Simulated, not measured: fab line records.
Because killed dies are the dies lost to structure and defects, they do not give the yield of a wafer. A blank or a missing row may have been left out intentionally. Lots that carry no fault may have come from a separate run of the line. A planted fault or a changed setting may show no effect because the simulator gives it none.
fab line records    flow nand-harc
record: lots: 11  wafers: 33  last-day: 24
route steps=1159 shown P_M0@270 P_M1@295 P_M2@330 END@1159
lots untouched by any fault: they come from a run of this same line in which no faults occurred
start-h: the number of hours between the record's first day and the start of the first shown wafer of the lot    wait-h: time in hours since the lot's previous step    " repeats the value in the row above    L1.1+2: a single row standing in for several wafers    - value missing, or start not given    * or withheld: withheld    < > ~ a bound
route shown NAME@n: a module of which the file shows steps, and the number in the route of the first    usual: average and standard deviation across the fault-free wafers    same: alike in all rows    chamber/n: place in a boat    sites: each site's reading    _std_site: standard deviation across them    _edge_site: inner sites' mean taken away from outer sites' mean    radius-mm: for every site, how far away it sits from the centre of the wafer    mask NAME#n: copy n    behind: the last tool/chamber to shape the wafer    hold: what put the lot on hold/how long, in hours/how the hold closed    device: names the non-switching transistor (n, p or np)    end of line: at the end of the route, the tests of the same wafers    for a step that has no rows: nothing shown but its recipe    killed: dies lost to structure and defects at the first sort, not the wafer's yield    map: shows each die of a wafer: x if killed, . if not, _ if none is there
set.NAME: setting as actually run; set.NAME@STEP: the setting as run at that earlier step    model.NAME: the simulator's own value behind a step, which no gauge read
a sample of lots followed through the steps of the route, with each step as a table and each wafer as a row
services: the hour from which a tool's chamber was out of use, counted from the record's first day as start-h (under 0 if before that day), plus the number of hours and why
== steps ==
step: NHARC_P_M0_STRIP_18
recipe: power-w: 1000  n2-flow-sccm: 150  h2-flow-sccm: 150  ar-flow-sccm: 0  bias-w: 0  chemistry: N2/H2
usual: drypump-motor-current-A: 5.8/0.37  n2-flow-sccm: 150.0/0.46  oes-product-au: 1.000/0.0075  rf-vpp-V: 90.8/0.95  showerhead-plenum-p-Torr: 2.05/0.06  throttle-valve-pct: 14.171/0.0091
same: bias-w: 0
lot.wafer  tool         chamber  start-h  wait-h  drypump-motor-current-A  n2-flow-sccm  oes-product-au  rf-hours-counter-h  rf-vpp-V  showerhead-plenum-p-Torr  throttle-valve-pct
L736.4     rie-diel-04  0        111.25   0.1     6.5                      150.6         1.011           12                  91.6      2.05                      14.185
L736.5     "            3        "        "       5.5                      150.5         1.001           -                   92.1      2.04                      14.174
L736.6     "            0        "        "       6.5                      151.1         1.004           -                   89.6      2.05                      14.174
L737.4     rie-diel-05  0        127.91   0.1     6.0                      150.5         0.994           9                   91.4      2.10                      14.152
L737.2     "            2        "        "       5.2                      150.0         1.005           9                   90.7      1.95                      14.183
L737.6     "            3        "        "       6.4                      149.6         1.006           -                   90.0      2.06                      14.170
L738.1     rie-diel-04  2        129.82   0.1     5.8                      150.5         1.002           1                   90.6      2.07                      14.180
L738.2     "            3        "        "       5.5                      149.4         1.006           1                   90.7      2.04                      14.154
L738.6     "            2        "        "       5.8                      149.4         0.997           -                   92.4      2.07                      14.181
L739.1     rie-diel-05  3        135.54   0.1     6.4                      149.6         1.005           8                   89.6      2.06                      14.156
L739.2     "            1        "        "       5.8                      150.7         1.003           9                   90.4      1.98                      14.176
L739.5     "            2        "        "       5.3                      150.5         1.007           -                   89.8      1.96                      14.172
L742.3     rie-diel-04  2        138.10   0.1     5.8                      150.3         1.008           2                   90.7      2.07                      14.176
L742.2     "            3        "        "       5.5                      149.4         0.999           1                   91.7      2.04                      14.178
L742.6     "            2        "        "       5.8                      149.7         0.992           -                   89.8      2.07                      14.171
L740.4     rie-diel-08  1        142.39   0.1     5.9                      149.7         0.990           1                   90.6      2.06                      14.166
L740.2     "            2        "        "       5.8                      149.6         0.999           1                   91.9      2.20                      14.172
L740.3     "            3        "        "       5.7                      150.6         1.002           1                   89.6      1.96                      14.175
L752.1     rie-diel-05  0        215.43   0.1     5.9                      149.5         1.005           3                   89.6      2.09                      14.179
L752.3     "            2        "        "       5.3                      149.9         0.993           3                   89.6      1.95                      14.176
L752.5     "            0        "        "       6.0                      150.0         1.004           -                   93.2      2.09                      14.177
L757.2     rie-diel-04  1        239.39   0.1     5.4                      149.9         1.005           8                   91.1      2.07                      14.149
L757.3     "            2        "        "       5.8                      149.9         0.992           8                   91.3      2.07                      14.180
L757.1     "            3        "        "       5.5                      149.8         0.991           8                   90.5      2.04                      14.164
L755.4     rie-diel-08  1        245.59   0.1     5.9                      149.8         1.000           7                   89.8      2.05                      14.163
L755.3     "            3        "        "       5.7                      150.3         1.016           5                   92.2      1.96                      14.183
L755.1     "            0        "        "       5.7                      150.1         1.003           7                   92.9      2.01                      14.172
L758.2     rie-diel-04  2        246.17   0.1     5.8                      149.3         1.003           8                   90.7      2.07                      14.180
L758.5     "            2        "        "       5.8                      150.0         0.995           -                   89.9      2.07                      14.180
L758.6     "            3        "        "       5.5                      150.8         1.004           -                   91.4      2.04                      14.172
L759.3     rie-diel-08  1        255.62   0.1     5.9                      150.2         0.991           9                   92.0      2.05                      14.167
L759.1     "            2        "        "       5.8                      150.1         1.011           8                   90.8      2.20                      14.185
L759.5     "            1        "        "       5.9                      150.4         1.004           -                   89.6      2.05                      14.169
step: NHARC_P_M0_ANNEAL_30
recipe: temp-c: 225  time-s: 90
usual: wafer_temp_C_max: 226.11/0.26
lot.wafer  tool           chamber  start-h  wait-h  wafer_temp_C_max
L736.4     rtp-anneal-01  0        112.68   -       226.29
L736.5     "              0        "        "       225.84
L736.6     "              0        "        "       225.89
L737.2     rtp-anneal-02  0        129.22   0.3     225.84
L737.4     "              0        "        "       226.33
L737.6     "              0        "        "       226.11
L738.1     rtp-anneal-02  0        131.42   0.5     225.76
L738.2     "              0        "        "       226.22
L738.6     "              0        "        "       226.46
L739.1     rtp-anneal-02  0        136.80   -       226.60
L739.2     "              0        "        "       226.11
L739.5     "              0        "        "       226.24
L742.2     rtp-anneal-02  0        139.43   -       226.26
L742.3     "              0        "        "       226.18
L742.6     "              0        "        "       226.92
L740.2     rtp-anneal-02  0        143.96   -       225.72
L740.3     "              0        "        "       226.25
L740.4     "              0        "        "       226.11
L752.1     rtp-anneal-01  0        216.72   -       226.37
L752.3     "              0        "        "       226.69
L752.5     "              0        "        "       226.20
L757.1     rtp-anneal-02  0        240.67   -       225.71
L757.2     "              0        "        "       226.27
L757.3     "              0        "        "       226.44
L755.1     rtp-anneal-02  0        246.89   -       226.22
L755.3     "              0        "        "       226.29
L755.4     "              0        "        "       226.44
L758.2     rtp-anneal-02  0        247.60   0.4     226.32
L758.5     "              0        "        "       225.84
L758.6     "              0        "        "       226.21
L759.1     rtp-anneal-01  0        257.04   -       226.08
L759.3     "              0        "        "       226.11
L759.5     "              0        "        "       225.80
step: NHARC_P_M1_CD_MEAS_09
recipe: target-cd-nm: 130  landing-energy-ev: 500
usual: cd-nm: 130.0/0.43
lot.wafer  tool       chamber  start-h  wait-h  cd-nm
L736.4     cd-sem-02  0        114.97   -       129.9
L736.5     "          0        "        "       130.1
L736.6     "          0        "        "       130.0
L737.2     cd-sem-02  0        131.43   -       130.1
L737.4     "          0        "        "       130.1
L737.6     "          0        "        "       129.8
L738.1     cd-sem-01  0        134.40   -       130.2
L738.2     "          0        "        "       129.2
L738.6     "          0        "        "       129.9
L739.1     cd-sem-01  0        139.02   -       130.3
L739.2     "          0        "        "       130.3
L739.5     "          0        "        "       130.2
L742.2     cd-sem-03  0        141.60   -       130.2
L742.3     "          0        "        "       129.7
L742.6     "          0        "        "       129.6
L740.2     cd-sem-02  0        146.29   -       130.0
L740.3     "          0        "        "       129.6
L740.4     "          0        "        "       129.9
L752.1     cd-sem-02  0        219.03   -       129.7
L752.3     "          0        "        "       129.7
L752.5     "          0        "        "       130.6
L757.1     cd-sem-01  0        242.90   -       130.6
L757.2     "          0        "        "       130.3
L757.3     "          0        "        "       130.4
L755.1     cd-sem-02  0        249.23   -       130.2
L755.3     "          0        "        "       130.5
L755.4     "          0        "        "       130.6
L758.2     cd-sem-03  0        250.17   -       129.9
L758.5     "          0        "        "       129.6
L758.6     "          0        "        "       129.3
L759.1     cd-sem-01  0        259.39   -       129.9
L759.3     "          0        "        "       129.8
L759.5     "          0        "        "       129.5
step: NHARC_P_M1_CMP_23
recipe: t-overpolish-s: 20  target-thk-nm: 157.82
usual: motor-current-A: 12.1/1.5  time-to-endpoint-s: 29.2/2.1
lot.wafer  tool    chamber  start-h  wait-h  motor-current-A  time-to-endpoint-s
L736.4     cmp-01  0        117.31   -       13.6             28.3
L736.6     "       2        "        "       11.5             25.1
L736.5     "       3        "        "       11.5             28.0
L737.4     cmp-02  2        133.72   -       11.6             31.3
L737.2     "       1        "        "       13.6             33.6
L737.6     "       3        "        "       9.7              29.0
L738.2     cmp-03  0        137.21   -       14.6             28.1
L738.1     "       1        "        "       10.7             29.2
L738.6     "       2        "        "       13.0             27.7
L739.2     cmp-02  3        141.36   -       10.6             27.4
L739.1     "       1        "        "       14.3             31.3
L739.5     "       2        "        "       11.6             28.6
L742.3     cmp-03  0        144.15   -       14.2             31.2
L742.2     "       2        "        "       12.3             32.5
L742.6     "       0        "        "       14.8             28.7
L740.4     cmp-03  2        148.59   -       12.4             31.1
L740.2     "       3        "        "       11.5             28.8
L740.3     "       0        "        "       15.2             27.5
L752.1     cmp-02  1        221.33   -       14.1             30.0
L752.3     "       2        "        "       11.2             27.3
L752.5     "       1        "        "       14.4             28.9
L757.1     cmp-01  3        245.19   -       11.1             30.2
L757.2     "       0        "        "       13.1             30.2
L757.3     "       2        "        "       11.6             32.7
L755.4     cmp-01  0        251.55   -       12.4             30.4
L755.1     "       1        "        "       11.9             31.5
L755.3     "       3        "        "       10.7             30.7
L758.2     cmp-01  1        252.49   -       12.1             27.5
L758.6     "       0        "        "       12.8             29.0
L758.5     "       1        "        "       12.4             26.5
L759.3     cmp-01  2        261.70   -       12.1             28.2
L759.1     "       3        "        "       11.0             29.2
L759.5     "       2        "        "       11.6             31.3
step: NHARC_P_M1_INSPECT_27
usual: raw-defect-count: 327/120
lot.wafer  tool               chamber  start-h  wait-h  raw-defect-count
L736.4     defect-inspect-01  -        117.74   0.0     308
L736.5     "                  -        "        "       453
L736.6     "                  -        "        "       447
L737.2     defect-inspect-02  -        134.20   0.0     324
L737.4     "                  -        "        "       334
L737.6     "                  -        "        "       286
L738.1     defect-inspect-02  -        137.65   0.0     330
L738.2     "                  -        "        "       241
L738.6     "                  -        "        "       464
L739.1     defect-inspect-01  -        141.81   0.0     404
L739.2     "                  -        "        "       542
L739.5     "                  -        "        "       358
L742.2     defect-inspect-02  -        144.59   0.0     220
L742.3     "                  -        "        "       258
L742.6     "                  -        "        "       278
L740.2     defect-inspect-01  -        149.07   0.0     343
L740.3     "                  -        "        "       329
L740.4     "                  -        "        "       393
L752.1     defect-inspect-01  -        221.79   0.0     164
L752.3     "                  -        "        "       1334
L752.5     "                  -        "        "       300
L757.1     defect-inspect-01  -        245.66   0.0     699
L757.2     "                  -        "        "       330
L757.3     "                  -        "        "       304
L755.1     defect-inspect-01  -        252.07   0.0     352
L755.3     "                  -        "        "       352
L755.4     "                  -        "        "       369
L758.2     defect-inspect-02  -        252.94   0.0     440
L758.5     "                  -        "        "       205
L758.6     "                  -        "        "       335
L759.1     defect-inspect-02  -        262.18   0.0     201
L759.3     "                  -        "        "       347
L759.5     "                  -        "        "       274
step: NHARC_P_M2_INSPECT_11
usual: raw-defect-count: 4.4/2.3
lot.wafer  tool               chamber  start-h  wait-h  raw-defect-count
L736.4     defect-inspect-02  -        119.13   0.0     2
L736.5     "                  -        "        "       3
L736.6     "                  -        "        "       4
L737.2     defect-inspect-01  -        135.71   0.0     0
L737.4     "                  -        "        "       5
L737.6     "                  -        "        "       6
L738.1     defect-inspect-01  -        139.23   0.0     2
L738.2     "                  -        "        "       8
L738.6     "                  -        "        "       9
L739.1     defect-inspect-01  -        143.46   0.0     10
L739.2     "                  -        "        "       4
L739.5     "                  -        "        "       3
L742.2     defect-inspect-02  -        146.11   0.0     5
L742.3     "                  -        "        "       2
L742.6     "                  -        "        "       2
L740.2     defect-inspect-01  -        150.65   0.0     5
L740.3     "                  -        "        "       6
L740.4     "                  -        "        "       4
L752.1     defect-inspect-01  -        223.56   0.0     6
L752.3     "                  -        "        "       1170
L752.5     "                  -        "        "       4
L757.1     defect-inspect-01  -        247.06   0.0     7
L757.2     "                  -        "        "       4
L757.3     "                  -        "        "       3
L755.1     defect-inspect-01  -        253.58   0.0     2
L755.3     "                  -        "        "       1
L755.4     "                  -        "        "       2
L758.2     defect-inspect-01  -        254.40   0.0     5
L758.5     "                  -        "        "       4
L758.6     "                  -        "        "       3
L759.1     defect-inspect-01  -        263.72   0.1     5
L759.3     "                  -        "        "       4
L759.5     "                  -        "        "       4
step: NHARC_END_SORT_01
recipe: temp-c: 25
usual: defect-limited-yield: 95.3/1.7  killed-at-array: 28/12  killed-at-other: 0.8/1.1  killed-at-periphery: 3.6/2.3  killed-dies: 32/12  killed-open: 3.4/1.9  killed-short: 2.0/1.3  sort_bin_2_pct: 1.4/0.61  sort_bin_3_pct: 0.26/0.22  sort_bin_4_pct: 3.0/1.2  sort-n-pass: 645/12  sort-rim-yield-pct: 95.8/2.9  sort-yield-pct: 95.3/1.7
same: gross-dies: 677  sort_bin_5_pct[%]: 0  sort_bin_6_pct[%]: 0  sort_bin_7_pct[%]: 0  sort_bin_8_pct[%]: 0  sort-rim-n-gross: 106.00
lot.wafer  tool       chamber  start-h  wait-h  defect-limited-yield[%]  killed-at-array  killed-at-other  killed-at-periphery  killed-dies  killed-open  killed-short  sort_bin_2_pct[%]  sort_bin_3_pct[%]  sort_bin_4_pct[%]  sort-n-pass  sort-rim-yield-pct[%]  sort-yield-pct[%]
L752.1     prober-02  0        536.29   2.5     91.3                     53               2                4                    59           3            2             2.7                0.30               5.8                618          96.2                   91.3
L752.3     prober-02  0        537.88   3.1     17.7                     16               2                539                  557          1            2             36.6               6.06               39.6               120          18.9                   17.7
L752.5     prober-02  0        539.47   3.7     93.1                     42               1                4                    47           4            3             2.7                0.44               3.8                630          93.4                   93.1
killed by level:class
L752.1 A_SLIT:chamber-film-flake=21 A_STAIRCASE:chamber-film-flake=12 A_CHANNEL_HOLE_D1:chamber-film-flake=9 A_CONTACT:chamber-film-flake=7 P_ZERO_WELL:chamber-film-flake=3 A_CONTACT:geometric-particle:open=2 P_M0:geometric-particle:open=1 A_ONON_D1:geometric-particle:short=1
L752.3 P_M1:unspecified=535 A_SLIT:chamber-film-flake=7 A_CHANNEL_HOLE_D1:chamber-film-flake=4 P_ZERO_WELL:chamber-film-flake=2 A_STAIRCASE:chamber-film-flake=2 THIN_TSV:chamber-film-flake=2 P_CONTACT:geometric-particle:short=1 P_CONTACT:geometric-particle:open=1
L752.5 A_SLIT:chamber-film-flake=18 A_STAIRCASE:chamber-film-flake=8 A_CHANNEL_HOLE_D1:chamber-film-flake=7 P_ZERO_WELL:chamber-film-flake=3 A_WL_FILL:geometric-particle:short=2 A_WL_FILL:chamber-film-flake=2 P_CONTACT:geometric-particle:short=1 A_ONON_D1:geometric-particle:open=1
== services ==
tool         chamber  start-h  hours  kind
cmp-03       -        95.92    1.3    repair
cmp-01       -        102.34   0.9    repair
rie-diel-04  -        111.94   9.0    pm
cmp-02       -        120.15   2.9    repair
rie-diel-08  -        124.80   9.0    pm
cmp-03       -        128.42   0.4    repair
cmp-02       -        128.50   4.0    pm
cmp-02       -        143.04   5.9    repair
cmp-02       -        150.94   0.2    repair
cmp-03       -        156.00   4.0    pm
rie-diel-05  -        163.74   9.0    pm
cmp-01       -        179.66   4.0    pm
rie-diel-08  3        184.93   4.5    repair
cmp-03       -        191.11   2.5    repair
cmp-02       -        195.71   0.2    repair
cmp-02       -        202.01   1.8    repair
rie-diel-08  3        206.54   9.9    repair
cmp-01       -        217.90   10.3   repair
rie-diel-05  0        225.50   20.3   repair
cmp-02       -        226.60   4.0    pm
rie-diel-08  1        229.54   2.8    repair
cmp-02       -        253.11   3.6    repair
cmp-03       -        254.01   4.0    pm
cmp-02       -        258.56   3.6    repair
== key ==
first-sign: step: NHARC_P_M1_INSPECT_27  reading: raw-defect-count  direction: up  sigmas: 8.4  usual: 327  struck: 1334
effect: step: NHARC_P_M2_INSPECT_11  reading: raw-defect-count  direction: up  sigmas: 99+  usual: 4.4  struck: 1170
effect: step: NHARC_END_SORT_01  reading: killed-at-periphery  direction: up  sigmas: 99+  usual: 3.6  struck: 539
more-kills-born-at: NHARC_P_M1_CMP_23@cmp-02: 535
met-at NHARC_P_M1_CMP_23
struck-lots L752
struck-wafers L752.3
not-acting-at NHARC_P_M0_STRIP_18,NHARC_P_M0_ANNEAL_30,NHARC_P_M1_CD_MEAS_09
onset-between 141.36 221.33
fault: kind: chamber-particle-source  tool: cmp-02  chamber: 2  onset-h: 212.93  steps: NHARC_P_M1_CMP_23  rate-per-visit-cm2: 1.7497  end-h: 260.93
